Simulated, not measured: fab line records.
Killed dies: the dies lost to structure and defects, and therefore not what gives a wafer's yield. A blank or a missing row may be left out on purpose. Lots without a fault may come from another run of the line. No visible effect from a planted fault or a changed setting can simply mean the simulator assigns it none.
Which tool was responsible? | flow nand harc | 13 lots with 39 wafers sampled at 2 steps, on a route of 1302 steps

## WHAT EACH GAUGE READ, for each wafer
NHARC_P_GATE_CD_MEAS_26: target cd 120 nm.
lot  | measured     | on        | cd nm (nm)
L182 | day 5 14:13  | cd sem-01 | 119.1 119.5 119.3
L181 | day 5 14:28  | cd sem-02 | 120.6 119.2 120.7
L183 | day 6 02:36  | cd sem-02 | 119.7 119.3 120.1
L185 | day 6 18:26  | cd sem-01 | 120.0 119.6 119.0
L187 | day 7 14:04  | cd sem-01 | 120.2 120.6 119.7
L188 | day 7 20:36  | cd sem-01 | 119.4 119.4 118.4
L189 | day 8 07:55  | cd sem-01 | 119.5 118.1 119.8
L190 | day 8 20:02  | cd sem-03 | 118.4 119.1 119.6
L191 | day 9 08:16  | cd sem-02 | 119.4 118.1 119.5
L196 | day 11 00:35 | cd sem-03 | 119.2 119.0 120.4
L201 | day 13 13:36 | cd sem-03 | 118.4 118.7 118.8
L202 | day 13 20:12 | cd sem-01 | 119.8 119.1 118.3
L203 | day 14 01:34 | cd sem-01 | 120.5 119.6 119.6

## WHAT TOOL EACH LOT RAN ON (gives the tool, then ch and the chambers of the sampled wafers, and finally the start)
lot  | NHARC_P_GATE_DEP_103
L182 | pecvd-04 ch 1,2, day 5 13:40
L181 | pecvd-01 ch 0,1,2, day 5 13:48
L183 | pecvd-04 ch 0,2, day 6 02:05
L185 | pecvd-04 ch 0,1, day 6 17:46
L187 | pecvd-01 ch 0,1,2, day 7 13:31
L188 | pecvd-02 ch 0,1,2, day 7 19:55
L189 | pecvd-04 ch 0,1, day 8 07:22
L190 | pecvd-04 ch 0,1, day 8 19:28
L191 | pecvd-01 ch 0,2, day 9 07:36
L196 | pecvd-01 ch 1,2, day 10 23:54
L201 | pecvd-01 ch 1,2, day 13 12:56
L202 | pecvd-02 ch 0,1,2, day 13 19:31
L203 | pecvd-04 ch 1,2, day 14 00:53
- NHARC_P_GATE_DEP_103: deposits SiON, target thk 30 nm.

## AS READ BY THE TOOLS THEMSELVES (means over the sampled wafers that have a number; for cases with no such wafer, the mark the record gives instead)
NHARC_P_GATE_DEP_103.
lot  | tool     | heater power w (W)
L182 | pecvd-04 | 713
L181 | pecvd-01 | 808
L183 | pecvd-04 | 793
L185 | pecvd-04 | 714
L187 | pecvd-01 | 771
L188 | pecvd-02 | 700
L189 | pecvd-04 | 816
L190 | pecvd-04 | 776
L191 | pecvd-01 | 804
L196 | pecvd-01 | 770
L201 | pecvd-01 | 794
L202 | pecvd-02 | 709
L203 | pecvd-04 | 703

## THE ANSWER, worked out from the rows above alone
Rule: the usual values come from the lots themselves. Put in order of their means at a reading, lots are off if they are a third of the lots or fewer, leave a main group of 4 or more, and stand apart from it by a gap of 3 or more times the standard deviation of the main group's means; of several such gaps the widest counts. A main group whose means are all the same, to the digits that the tables above print for the reading, isn't used. Also off: a lot with no number at a reading for which 4 or more lots have one. Any other lot the step has rows for is counted as sound. First the gauges in route order, then the tools' own readings, where a lot's mean is used as printed above. The first step at which some lot is off is used, and at that step the reading that is off furthest; a lot without a number counts as furthest.
Nothing can be told from this: no lot is off at any reading shown.

## WHAT THE SIMULATOR HAD PUT IN
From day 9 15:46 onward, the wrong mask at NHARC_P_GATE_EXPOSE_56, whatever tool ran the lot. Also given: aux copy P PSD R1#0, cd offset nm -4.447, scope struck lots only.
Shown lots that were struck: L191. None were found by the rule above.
